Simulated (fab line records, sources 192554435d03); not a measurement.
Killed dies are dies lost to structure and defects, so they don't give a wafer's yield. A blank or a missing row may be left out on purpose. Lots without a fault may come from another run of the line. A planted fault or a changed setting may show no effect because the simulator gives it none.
fab line records | flow n5_finfet
record lots=6 wafers=18 last_day=21
route steps=1938 shown HKMG_FIN@407 BEOL_M4@1111
lots that met no fault: from a run of the same line without faults
start_h: hours from the record's first day to the start of the lot's first wafer shown | wait_h: hours since the lot's step before | " the same as in the row above | L1.1+2: a row that stands for several wafers | - no value, or no start given | * or withheld: withheld | < > ~ a bound
route shown NAME@n: a module of which the file shows steps, and the number in the route of the first | usual: mean/standard deviation of fault-free wafers | same: alike in all rows | chamber/n: place in a boat | sites: the reading at each site | _std_site: their standard deviation | _edge_site: outer sites' mean less inner sites' | radius_mm: how far each site lies from the wafer's centre | mask NAME#n: copy n | behind: the tool/chamber that last shaped the wafer | hold: why the lot was held/for how many hours/how that ended | device: the transistor (n, p or np) that didn't switch | end of line: the same wafers' tests at the end of the route | a step without rows: its recipe alone | killed: dies lost to structure and defects at the first sort, not the wafer's yield | map: a wafer's dies, x killed, . not, _ none there
set.NAME: the setting as run; set.NAME@STEP: as run at that earlier step | model.NAME: the simulator's own value behind a step, which no gauge read
lots at some steps of the route; a table a step, a row a wafer
services: from which hour (start_h, from the record's first day; less than 0 if before it) a tool's chamber was out of use, for how many hours, and why
## steps
# step N5_HKMG_FIN_STRIP_93
# recipe chemistry=N2/H2 material=SOC time_s=20 power_w=500 temp_c=40 pressure_mtorr=50 rf_frequency_hz=6e+07 bias_power_w=8 h2_frac=0.5 n2_flow_sccm=300 h2_flow_sccm=300
# usual drypump_motor_current_A=5.7/0.42 oes_product_au=0.77/0.095 rf_vpp_V=54.1/0.89 showerhead_plenum_p_Torr=3.37/0.13 throttle_valve_pct=19.2/0.31
# columns lot.wafer tool chamber start_h wait_h drypump_motor_current_A oes_product_au rf_hours_counter_h rf_vpp_V showerhead_plenum_p_Torr throttle_valve_pct
L875.2 rie_diel-04 2 90.18 0.2 5.2 0.73 177 53.9 3.33 18.7
L875.3 " 1 " " 5.6 0.98 7 52.8 3.30 19.1
L875.5 " 0 " " 6.1 0.70 - 54.7 3.19 19.2
L884.1 rie_diel-05 1 146.39 0.2 5.4 0.68 246 52.5 3.19 19.7
L884.2 " 0 " " 6.3 0.96 4 54.3 3.45 19.3
L884.4 " 3 " " 6.6 0.72 - 53.9 3.47 19.0
L885.1 rie_diel-05 1 151.85 0.2 5.4 0.67 248 55.6 3.19 19.7
L885.3 " 2 " " 5.8 0.71 214 53.9 3.45 19.2
L885.5 " 1 " " 5.4 0.67 - 54.0 3.19 19.7
L887.4 rie_diel-04 3 163.05 0.0 5.1 0.70 - 53.3 3.44 19.7
L887.5 " 1 " " 5.6 0.91 - 53.7 3.29 19.1
L887.6 " 2 " " 5.2 0.71 - 53.2 3.32 18.8
L890.3 rie_diel-02 1 181.08 0.2 5.8 0.75 168 55.4 3.48 19.0
L890.4 " 3 " " 5.6 0.76 146 54.2 3.23 19.2
L890.6 " 1 " " 5.8 0.74 - 54.2 3.48 19.0
L892.2 rie_diel-04 3 192.10 0.2 5.1 0.69 242 55.3 3.44 19.8
L892.3 " 0 " " 6.1 0.98 6 55.0 3.59 18.9
L892.4 " 1 " " 5.6 0.89 47 52.3 3.28 19.2
# step N5_HKMG_FIN_WET_ETCH_76
# recipe chemistry=dNH4OH mix=1:50 temp_c=25 target=Al2O3 stop_on=La2O3 target_depth_nm=2.25 dry=ipa_marangoni rinse_time_s=30 rinse_temp_c=23
# step N5_HKMG_FIN_STRIP_60
# recipe chemistry=N2/H2 power_w=2500 temp_c=300 h2_frac=0.65 time_s=360 pressure_mtorr=withheld n2_flow_sccm=1750 h2_flow_sccm=3250
# usual drypump_motor_current_A=5.9/0.53 heater_power_w=427/22
# columns lot.wafer tool chamber start_h wait_h drypump_motor_current_A heater_power_w rf_hours_counter_h
L875.2 plasma_asher-01 0 90.39 0.0 6.0 404 85
L875.3 " 1 " " 6.0 422 -
L875.5 " 1 " " 6.0 418 -
L884.1 plasma_asher-02 1 146.54 0.0 5.1 437 55
L884.2 " 0 " " 6.6 461 55
L884.4 " 0 " " 6.6 450 -
L885.1 plasma_asher-02 0 152.01 0.0 6.6 453 56
L885.3 " 1 " " 5.1 445 -
L885.5 " 0 " " 6.6 458 -
L887.4 plasma_asher-01 1 163.30 0.1 6.0 405 -
L887.5 " 1 " " 6.0 409 -
L887.6 " 0 " " 6.0 410 -
L890.3 plasma_asher-02 1 181.35 0.1 5.1 448 -
L890.4 " 0 " " 6.6 449 -
L890.6 " 0 " " 6.6 460 -
L892.2 plasma_asher-01 0 192.25 0.0 6.0 401 105
L892.3 " 1 " " 6.0 420 -
L892.4 " 0 " " 6.0 407 -
# step N5_HKMG_FIN_WET_ETCH_77
# recipe chemistry=dHCl mix=1:10000 temp_c=25 target=La2O3 stop_on=HfO2 target_depth_nm=2
# step N5_HKMG_FIN_WET_ETCH_78
# recipe chemistry=dNH4OH mix=1:50 temp_c=25 target=Al2O3 stop_on=La2O3 target_depth_nm=4.5 dry=ipa_marangoni rinse_time_s=30 rinse_temp_c=23
# step N5_HKMG_FIN_ALD_79
# recipe material=TiN target_thk_a=15 temp_c=400 ald_precursor_family=TiCl4 ald_co_reactant=NH3 pulse_time_s=1 purge_time_s=3 co_reactant_purge_time_s=2 co_reactant_pulse_time_s=2 ald_cycles=68 pressure_torr=3
# usual heater_power_w=879/94 precursor_pulse_height_rel=1.002/0.019 susceptor_temp_C=400.00/0.25
# columns lot.wafer tool chamber start_h wait_h heater_power_w precursor_pulse_height_rel susceptor_temp_C
L875.2 ald_metal-04 1 90.88 0.0 938 1.019 399.51
L875.3 " 3 " " 967 1.034 400.14
L875.5 " 0 " " 878 1.001 399.91
L884.1 ald_metal-04 1 147.04 0.0 945 1.027 400.18
L884.2 " 2 " " 862 1.017 399.62
L884.4 " 0 " " 861 0.994 400.08
L885.1 ald_metal-01 0 152.50 0.0 760 0.989 399.86
L885.3 " 3 " " 732 1.004 400.54
L885.5 " 1 " " 849 1.013 400.03
L887.4 ald_metal-04 0 163.67 0.0 868 0.992 400.37
L887.5 " 2 " " 848 0.980 400.20
L887.6 " 3 " " 951 0.988 400.00
L890.3 ald_metal-01 1 181.72 0.0 822 0.987 400.10
L890.4 " 2 " " 785 0.998 400.20
L890.6 " 3 " " 750 1.033 399.87
L892.2 ald_metal-01 1 192.74 0.0 823 0.995 399.87
L892.3 " 3 " " 737 1.026 400.08
L892.4 " 2 " " 782 1.000 399.92
# step N5_HKMG_FIN_CVD_62
# recipe material=a-Si target_thk_a=30 temp_c=500 precursor=Si2H6 pressure_torr=1 time_s=20.8
# usual heater_power_w=1392/200
# columns lot.wafer tool chamber start_h wait_h heater_power_w
L875.2 thermal_cvd_si-01 1 91.24 0.2 1276
L875.3 " 0 " " 1222
L875.5 " 0 " " 1213
L884.1 thermal_cvd_si-02 0 147.40 0.2 1463
L884.2 " 2 " " 1762
L884.4 " 2 " " 1759
L885.1 thermal_cvd_si-01 0 152.86 0.2 1223
L885.3 " 2 " " 1442
L885.5 " 0 " " 1208
L887.4 thermal_cvd_si-01 2 164.08 0.2 1399
L887.5 " 1 " " 1293
L887.6 " 0 " " 1244
L890.3 thermal_cvd_si-02 1 182.09 0.2 1156
L890.4 " 2 " " 1798
L890.6 " 1 " " 1149
L892.2 thermal_cvd_si-02 2 193.10 0.2 1758
L892.3 " 1 " " 1167
L892.4 " 1 " " 1170
# step N5_HKMG_FIN_RTA_80
# recipe temp_c=withheld time_s=2 ambient=N2 idle_temp_c=600 ramp_up_c_per_s=150 ramp_down_c_per_s=60 cool_to_c=600
# step N5_HKMG_FIN_PRECLEAN_64
# recipe chemistry=dHF time_s=30 temp_c=25 dilution=withheld
# step N5_HKMG_FIN_WET_ETCH_65
# recipe chemistry=TMAH temp_c=70 conc_wt_pct=5 target=a-Si stop_on=TiN time_s=49 target_depth_nm=3
# step N5_HKMG_FIN_WET_ETCH_81
# recipe chemistry=SC1 target=TiN stop_on=HfO2 mix=1:1:5 temp_c=60 time_s=57 target_depth_nm=6
# step N5_HKMG_FIN_WET_ETCH_82
# recipe chemistry=dHCl mix=1:10000 temp_c=25 target=La2O3 stop_on=HfO2 target_depth_nm=2 dry=ipa_marangoni rinse_time_s=30 rinse_temp_c=23
# step N5_HKMG_FIN_ALD_36
# recipe material=TiN target_thk_a=10 temp_c=400 ald_precursor_family=TiCl4 ald_co_reactant=NH3 pulse_time_s=1 purge_time_s=3 co_reactant_purge_time_s=2 co_reactant_pulse_time_s=2 ald_cycles=47 pressure_torr=3
# usual heater_power_w=847/91 precursor_pulse_height_rel=1.001/0.019 susceptor_temp_C=400.04/0.21
# columns lot.wafer tool chamber start_h wait_h heater_power_w precursor_pulse_height_rel susceptor_temp_C
L875.2 ald_metal-02 1 91.64 0.0 995 0.971 400.09
L875.3 " 2 " " 977 1.043 399.87
L875.5 " 3 " " 966 1.010 399.95
L884.1 ald_metal-02 1 147.80 0.0 1090 1.016 408.90
L884.2 " 3 " " 1020 0.982 408.45
L884.4 " 0 " " 783 0.984 409.21
L885.1 ald_metal-02 0 153.47 0.0 772 0.982 408.73
L885.3 " 3 " " 1030 0.985 409.14
L885.5 " 1 " " 1054 1.028 408.90
L887.4 ald_metal-01 1 164.56 0.2 841 0.956 400.04
L887.5 " 2 " " 775 0.997 399.92
L887.6 " 3 " " 757 1.041 399.74
L890.3 ald_metal-01 3 182.70 0.0 736 1.037 399.52
L890.4 " 3 " " 749 1.036 399.86
L890.6 " 2 " " 769 0.991 400.06
L892.2 ald_metal-04 0 193.58 0.0 895 1.002 399.97
L892.3 " 2 " " 815 0.982 400.16
L892.4 " 1 " " 943 1.010 400.06
# step N5_HKMG_FIN_THK_MEAS_70
# recipe thk_meas_gauge=xrf reads=HfO2_of_HKMG_FIN_HK_ALD_01
# usual HK_THK=1.620/0.016
# columns lot.wafer tool chamber start_h wait_h HK_THK[nm]
L875.2 film_metro-01 - 91.92 0.2 1.619
L875.3 " - " " 1.606
L875.5 " - " " 1.619
L884.1 film_metro-02 - 148.08 0.2 1.636
L884.2 " - " " 1.613
L884.4 " - " " 1.648
L885.1 film_metro-01 - 153.75 0.2 1.624
L885.3 " - " " 1.606
L885.5 " - " " 1.608
L887.4 film_metro-01 - 164.72 0.0 1.641
L887.5 " - " " 1.626
L887.6 " - " " 1.636
L890.3 film_metro-01 - 182.98 0.2 1.621
L890.4 " - " " 1.603
L890.6 " - " " 1.598
L892.2 film_metro-02 - 193.86 0.2 1.618
L892.3 " - " " 1.623
L892.4 " - " " 1.615
# step N5_BEOL_M4_RC_MEAS_101
# usual DIBL_N=36.3/1.1 DIBL_P=36.3/1.4 IOFF_N=0.155/0.019 IOFF_P=0.211/0.027 ION_N=672/8.5 ION_P=462/5.8 SS_N=71.5/0.56 SS_P=73.3/0.52 VT_N=249.9/2.5 VT_P=-249.8/2.8
# columns lot.wafer tool chamber start_h wait_h DIBL_N[mV/V] DIBL_P[mV/V] IOFF_N[nA/um] IOFF_P[nA/um] ION_N[uA/um] ION_P[uA/um] SS_N[mV/dec] SS_P[mV/dec] VT_N[mV] VT_P[mV]
L875.2 prober-01 0 219.99 0.2 36.1 36.9 0.144 0.220 668 467 71.6 72.2 251.3 -248.3
L875.3 " 0 " " 35.6 37.1 0.138 0.219 668 465 71.4 73.3 252.5 -249.1
L875.5 " 0 " " 37.0 39.1 0.171 0.263 678 469 71.3 73.4 251.1 -247.9
L884.1 prober-01 0 335.47 0.0 35.5 34.0 0.142 0.191 671 462 70.7 72.5 250.7 -248.7
L884.2 " 0 " " 36.5 35.7 0.165 0.217 672 461 72.0 73.7 248.7 -250.1
L884.4 " 0 " " 35.5 33.9 0.141 0.190 662 457 71.2 73.4 252.6 -251.6
L885.1 prober-01 0 346.49 0.0 37.2 38.0 0.160 0.272 667 463 72.4 74.0 251.0 -244.3
L885.3 " 0 " " 37.6 37.7 0.167 0.266 670 465 72.8 73.9 249.2 -242.9
L885.5 " 0 " " 37.1 35.7 0.153 0.226 664 458 73.1 73.4 250.6 -249.8
L890.3 prober-02 0 385.66 0.3 37.1 35.5 0.140 0.194 659 458 71.6 73.0 252.5 -250.8
L890.4 " 0 " " 36.8 34.6 0.135 0.191 673 461 71.3 73.1 251.9 -252.1
L890.6 " 0 " " 37.7 36.3 0.159 0.218 675 465 71.8 73.4 251.1 -248.3
L892.2 prober-02 0 390.21 0.2 37.2 37.6 0.175 0.237 686 467 71.5 73.8 245.8 -248.3
L892.3 " 0 " " 36.9 37.1 0.168 0.230 677 466 71.7 73.5 245.2 -246.1
L892.4 " 0 " " 36.7 37.0 0.160 0.228 682 471 71.8 73.3 247.4 -247.4
L887.4 prober-01 0 391.78 0.5 35.9 36.0 0.159 0.206 676 458 71.5 72.8 250.5 -248.7
L887.5 " 0 " " 36.1 36.5 0.168 0.222 681 466 71.4 73.5 247.5 -247.2
L887.6 " 0 " " 35.2 35.5 0.148 0.201 674 467 70.6 73.2 250.6 -250.8
## services
# columns tool chamber start_h hours kind
thermal_cvd_si-02 - 66.65 6.1 pm
ald_metal-01 - 78.26 2.8 pm
rie_diel-04 3 81.15 6.9 repair
thermal_cvd_si-01 1 95.31 7.1 repair
ald_metal-02 3 103.42 3.8 repair
rie_diel-05 0 113.99 - clean
rie_diel-05 0 113.99 - consumable_replace:focus_ring
rie_diel-05 0 113.99 24.4 scheduled_down
rie_diel-05 1 126.71 2.8 repair
rie_diel-05 2 144.20 3.8 repair
thermal_cvd_si-01 - 147.82 2.6 repair
rie_diel-04 0 157.01 - clean
rie_diel-04 0 157.01 - consumable_replace:focus_ring
rie_diel-04 0 157.01 - consumable_replace:showerhead
rie_diel-04 0 157.01 20.0 scheduled_down
rie_diel-04 0 157.01 20.0 vent_cycle
ald_metal-01 2 159.40 2.7 repair
plasma_asher-01 - 159.51 2.8 pm
ald_metal-02 - 169.02 2.6 repair
rie_diel-05 - 172.97 2.8 pm
ald_metal-04 - 182.57 0.7 repair
thermal_cvd_si-01 - 188.37 6.1 pm
plasma_asher-01 - 188.82 1.2 repair
plasma_asher-02 - 192.19 0.8 repair
## key
first_sign step=N5_HKMG_FIN_ALD_36 reading=susceptor_temp_C direction=up sigmas=42 usual=* struck=*
effect none on later readings
met_at N5_HKMG_FIN_ALD_36
struck_wafers L884.1,L884.2,L884.4,L885.1,L885.3,L885.5
onset_between 91.64 147.80
fault kind=process_parameter_drift tool=ald_metal-02 chamber=- onset_h=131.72 steps=N5_HKMG_FIN_ALD_36 channel=temp_c offset=* shape=step end_h=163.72 acts_in=* stated=*
